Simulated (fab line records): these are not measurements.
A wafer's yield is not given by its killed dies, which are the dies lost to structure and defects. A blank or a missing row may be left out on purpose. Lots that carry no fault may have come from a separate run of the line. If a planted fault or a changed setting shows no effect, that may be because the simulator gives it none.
Which tool was responsible? -- flow nand_harc -- 13 lots, 39 wafers sampled, at 5 steps of a route of 1159

## WHAT THE GAUGES SHOWED, per wafer
NHARC_A_CHANNEL_HOLE_D1_CD_MEAS_30.
lot,measured,on,cd_nm (nm)
L703,day 8 05:22,cd_sem-02,89.2 90.4 90.6
L705,day 8 22:27,cd_sem-01,89.3 89.2 90.5
L704,day 9 01:55,cd_sem-03,90.7 88.5 88.1
L706,day 9 04:34,cd_sem-01,89.3 91.2 89.5
L709,day 9 06:08,cd_sem-03,91.1 90.9 91.6
L708,day 9 09:33,cd_sem-03,90.3 91.2 90.5
L707,day 9 13:23,cd_sem-02,91.7 91.9 91.3
L715,day 11 16:58,cd_sem-01,91.3 91.3 91.8
L716,day 11 17:22,cd_sem-01,90.5 90.2 90.0
L717,day 11 21:07,cd_sem-03,90.1 90.4 90.7
L723,day 13 14:15,cd_sem-02,91.3 91.9 90.4
L724,day 13 14:59,cd_sem-01,91.0 90.8 91.4
L726,day 14 10:28,cd_sem-02,91.1 90.8 92.9

NHARC_END_SORT_01.
lot,measured,on,killed_at_array,killed_at_other,killed_at_periphery,killed_dies,killed_open,killed_short
L708,day 20 00:34,prober-01,27 27 25,0 0 0,4 3 0,31 30 25,5 4 3,2 4 1
L715,day 22 07:51,prober-02,18 25 22,0 5 2,6 3 8,24 33 32,0 2 5,1 1 3
L716,day 22 00:01,prober-02,18 11 9,0 1 0,5 5 8,23 17 17,3 2 1,2 1 2
L717,day 22 00:50,prober-01,49 55 62,0 0 0,8 5 9,57 60 71,7 4 8,2 1 5

## WHAT TOOL EACH LOT RAN ON (gives the tool, then ch and the chambers of the sampled wafers, and finally the start)
lot,NHARC_A_CHANNEL_HOLE_D1_ETCH_21,NHARC_A_CHANNEL_HOLE_D1_ETCH_26,NHARC_A_CHANNEL_FILL_D1_ALD_15
L703,"har_etch-01 ch 0,1, day 8 00:25","har_etch-01 ch 0,1, day 8 03:41","ald_sin_batch-02 ch 0, day 8 15:56"
L705,"har_etch-01 ch 0,1, day 8 17:22","har_etch-01 ch 0,1, day 8 20:43","ald_sin_batch-01 ch 0, day 9 09:23"
L704,"har_etch-02 ch 0, day 8 20:53","har_etch-02 ch 0, day 9 00:13","ald_sin_batch-01 ch 0, day 9 12:29"
L706,"har_etch-01 ch 0,1, day 8 23:29","har_etch-01 ch 0,1, day 9 02:49","ald_sin_batch-01 ch 0, day 9 12:29"
L709,"har_etch-02 ch 0,1, day 9 00:59","har_etch-02 ch 0,1, day 9 04:22","ald_sin_batch-02 ch 0, day 9 16:40"
L708,"har_etch-01 ch 0,1, day 9 04:23","har_etch-01 ch 0,1, day 9 07:44","ald_sin_batch-03 ch 0, day 9 20:03"
L707,"har_etch-02 ch 0,1, day 9 08:19","har_etch-02 ch 0,1, day 9 11:39","ald_sin_batch-03 ch 0, day 10 00:29"
L715,"har_etch-01 ch 0,1, day 11 11:52","har_etch-01 ch 0,1, day 11 15:12","ald_sin_batch-02 ch 0, day 12 03:35"
L716,"har_etch-02 ch 0,1, day 11 12:14","har_etch-02 ch 0,1, day 11 15:35","ald_sin_batch-02 ch 0, day 12 03:35"
L717,"har_etch-01 ch 1, day 11 16:01","har_etch-01 ch 1, day 11 19:22","ald_sin_batch-03 ch 0, day 12 07:35"
L723,"har_etch-01 ch 0,1, day 13 09:12","har_etch-01 ch 0,1, day 13 12:31","ald_sin_batch-01 ch 0, day 14 00:47"
L724,"har_etch-02 ch 0,1, day 13 09:48","har_etch-02 ch 0,1, day 13 13:08","ald_sin_batch-01 ch 0, day 14 00:47"
L726,"har_etch-02 ch 0,1, day 14 05:24","har_etch-02 ch 0,1, day 14 08:43","ald_sin_batch-01 ch 0, day 14 20:58"
- NHARC_A_CHANNEL_HOLE_D1_ETCH_21: etches the open film in C4F8/O2/Ar, time 514.3 s, target depth 1600 nm.
- NHARC_A_CHANNEL_HOLE_D1_ETCH_26: etches the open film in C4F8/O2/Ar, time 224.1 s, target depth 300 nm.
- NHARC_A_CHANNEL_FILL_D1_ALD_15: deposits SiNx, target thk 2 nm, pulse time 60 s, ald cycles 19.

## WHAT THE TOOLS THEMSELVES READ (means of the sampled wafers that have a number; where no wafer has one, the mark that the record gives instead)
NHARC_A_CHANNEL_HOLE_D1_ETCH_21.
lot,tool,drypump_motor_current_A (A),showerhead_plenum_p_Torr (Torr),throttle_valve_pct (%)
L703,har_etch-01,5.97,3.75,32.156
L705,har_etch-01,5.82,3.78,32.158
L704,har_etch-02,5.74,3.87,32.149
L706,har_etch-01,5.81,3.78,32.160
L709,har_etch-02,6.09,3.80,32.163
L708,har_etch-01,5.96,3.74,32.148
L707,har_etch-02,5.91,3.84,32.152
L715,har_etch-01,5.81,3.76,32.146
L716,har_etch-02,6.10,3.79,32.160
L717,har_etch-01,6.12,3.69,32.147
L723,har_etch-01,5.97,3.72,32.160
L724,har_etch-02,6.11,3.78,32.150
L726,har_etch-02,6.10,3.77,32.160

NHARC_A_CHANNEL_HOLE_D1_ETCH_26.
lot,tool,drypump_motor_current_A (A),showerhead_plenum_p_Torr (Torr),throttle_valve_pct (%)
L703,har_etch-01,5.97,3.80,24.591
L705,har_etch-01,5.80,3.83,24.583
L704,har_etch-02,5.74,3.93,24.588
L706,har_etch-01,5.81,3.83,24.586
L709,har_etch-02,6.09,3.86,24.585
L708,har_etch-01,5.97,3.79,24.574
L707,har_etch-02,5.92,3.89,24.576
L715,har_etch-01,5.82,3.81,24.584
L716,har_etch-02,6.09,3.84,24.590
L717,har_etch-01,6.12,3.74,24.577
L723,har_etch-01,5.96,3.77,24.587
L724,har_etch-02,6.10,3.83,24.578
L726,har_etch-02,6.10,3.82,24.582

NHARC_A_CHANNEL_FILL_D1_ALD_15.
lot,tool,precursor_pulse_height_rel
L703,ald_sin_batch-02,1.004
L705,ald_sin_batch-01,0.996
L704,ald_sin_batch-01,1.003
L706,ald_sin_batch-01,0.989
L709,ald_sin_batch-02,1.030
L708,ald_sin_batch-03,1.008
L707,ald_sin_batch-03,0.989
L715,ald_sin_batch-02,1.004
L716,ald_sin_batch-02,1.007
L717,ald_sin_batch-03,1.008
L723,ald_sin_batch-01,1.005
L724,ald_sin_batch-01,0.974
L726,ald_sin_batch-01,1.002

## THE ANSWER, worked out from the rows above alone
Rule: the lots themselves supply what counts as usual. Put in order of their means at a reading, lots are off if they are a third of the lots or fewer, leave a main group of 4 or more, and stand apart from it by a gap of 3 or more times the standard deviation of the main group's means; of several such gaps the widest counts. Not used: any main group whose means are identical at the precision the tables above print for the reading. A lot without any number at a reading at which 4 lots or more have one is off too. The other lots that the step has rows for count as sound. After the gauges, taken in route order, come the tools' own readings; for these a lot's mean is taken, as printed above. At the first step where some lot is off, the reading lying furthest off is the one used; lots without a number count as furthest.
No lot is off at any reading shown: from this, nothing can be told.

## WHAT WAS PUT IN BY THE SIMULATOR
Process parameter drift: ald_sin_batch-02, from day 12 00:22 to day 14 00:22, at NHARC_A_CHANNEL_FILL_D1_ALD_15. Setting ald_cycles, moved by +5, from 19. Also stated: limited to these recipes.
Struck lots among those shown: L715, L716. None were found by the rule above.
